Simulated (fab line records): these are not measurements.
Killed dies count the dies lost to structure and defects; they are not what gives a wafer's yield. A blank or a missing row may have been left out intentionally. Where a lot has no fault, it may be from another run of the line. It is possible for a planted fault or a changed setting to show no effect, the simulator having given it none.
A struck lot beside a sound one :: flow nand-harc :: 14 steps out of a route of 1159
Sound: the wafers L619.1, L619.2, L619.5. Wafers struck: L611.2, L611.3, L611.6. Last of all comes the cause.
Per side, at each step with rows, come the tool, then ch with its chambers, and then its first start. Under that, the readings that differ: sound wafers :: struck wafers :: difference of the means :: sigmas: that difference in standard deviations of wafers without a fault.
alike: readings whose means differ by less than 2 such deviations, and words and numbers that are the same on both sides. not compared: withheld readings, readings that some wafer has no value for, bounds like >300 that may hide the same value, and numbers for which the record gives no deviation and whose values overlap.
The two part at a step that has a row with sigmas, a row that says differs or no value, or rows on one side only. When numbers do not overlap yet have no deviation, they are printed without sigmas and do not part them. Lack of a reading on every wafer of one side parts them only where that side has two or more wafers.

first, 4 steps without rows for these wafers: NHARC_A_CONTACT_EBR_38; NHARC_A_CONTACT_EXPOSE_39 (exposes mask A CC 3); NHARC_A_CONTACT_PEB_40 (peb time 65 s); NHARC_A_CONTACT_DEVELOP_41 (develop time 35 s).
NHARC_A_CONTACT_CD_MEAS_42: the cd target is 200 nm.
  sound on cd-sem-02 ch 0, day 20 16:55; struck on cd-sem-02 ch 0, day 18 02:04
  alike: cd-nm
NHARC_A_CONTACT_OVL_MEAS_43:
  sound on overlay-01 at day 20 17:01; struck on overlay-01 at day 18 02:09
reading: overlay-x-nm (nm)
sound: -0.2 0.1 0.0
struck: 2.2 2.4 2.0
difference: +2.2
sigmas: +3
  alike: overlay-y-nm
NHARC_A_CONTACT_INSPECT_44:
  sound on defect-inspect-02 at day 20 17:02; struck on defect-inspect-01 at day 18 02:11
reading: raw-defect-count
sound: 46 48 54
struck: 13 27 25
difference: -28
sigmas: -2
NHARC_A_CONTACT_DESCUM_47: chemistry O2, time 3 s.
  sound on rie-diel-12 ch 0,1,3, day 20 17:07; struck on rie-diel-01 ch 1,3, day 18 02:15
  alike: drypump-motor-current-A, oes-product-au, rf-vpp-V, showerhead-plenum-p-Torr, throttle-valve-pct
  not compared: rf-hours-counter-h
NHARC_A_CONTACT_ETCH_48: etches the open film in CF4, target depth 39 nm, time 65 s.
  sound on rie-diel-12 ch 0,2,3, day 20 17:12; struck on rie-diel-01 ch 0,1, day 18 02:20
  alike: bias-w, cf4-flow-sccm, drypump-motor-current-A, oes-product-au, rf-vpp-V, showerhead-plenum-p-Torr, throttle-valve-pct
  not compared: rf-hours-counter-h
NHARC_A_CONTACT_ETCH_49: etches the open film in N2/H2, target depth 260 nm, time 475.3 s.
  sound on rie-diel-12 ch 0,1,2; struck on rie-diel-01 ch 0,1,3
  alike: bias-w, chamber-pressure-mTorr, drypump-motor-current-A, oes-product-au, rf-vpp-V, showerhead-plenum-p-Torr, throttle-valve-pct
  not compared: rf-hours-counter-h
then, 1 step without rows for these wafers: NHARC_A_CONTACT_ETCH_50 (etches the open film in CF4/CHF3, target depth 84.7 nm, time 42.4 s).
NHARC_A_CONTACT_ETCH_51: etches the open film in O2/COS, target depth 3600 nm, time 936 s.
  sound on rie-diel-12 ch 1,2; struck on rie-diel-01 ch 0,2,3
  alike: bias-w, chamber-pressure-mTorr, drypump-motor-current-A, oes-product-au, rf-vpp-V, showerhead-plenum-p-Torr, throttle-valve-pct
  not compared: rf-hours-counter-h
NHARC_A_CONTACT_ETCH_111: etches the open film in C4F8/O2/Ar, time 140 s, target depth 700 nm.
  sound on har-cap-etch-03 ch 0,1, day 20 18:24; struck on har-cap-etch-01 ch 0,1, day 18 03:30
  no value came back on the struck wafers for chamber-pressure-mTorr (mTorr), oes-air-line-au (a.u.); on the sound wafers chamber-pressure-mTorr (mTorr) reads 20.003 20.004 19.988
  not compared: rf-hours-counter-h
NHARC_A_CONTACT_ETCH_112: etches the open film in C4F8/O2/Ar, time 94 s, target depth 922 nm.
  sound on har-cap-etch-03 ch 0,1, day 20 18:36; struck on har-cap-etch-01 ch 0,1, day 18 03:43
  alike: chamber-pressure-mTorr, oes-air-line-au
  not compared: rf-hours-counter-h

WHERE THEY PART
At NHARC_A_CONTACT_OVL_MEAS_43 first; at NHARC_A_CONTACT_ETCH_111 last (within this record only). Later steps at which nothing parts them and some readings are alike: NHARC_A_CONTACT_ETCH_112.

WHY: the cause the simulator had injected
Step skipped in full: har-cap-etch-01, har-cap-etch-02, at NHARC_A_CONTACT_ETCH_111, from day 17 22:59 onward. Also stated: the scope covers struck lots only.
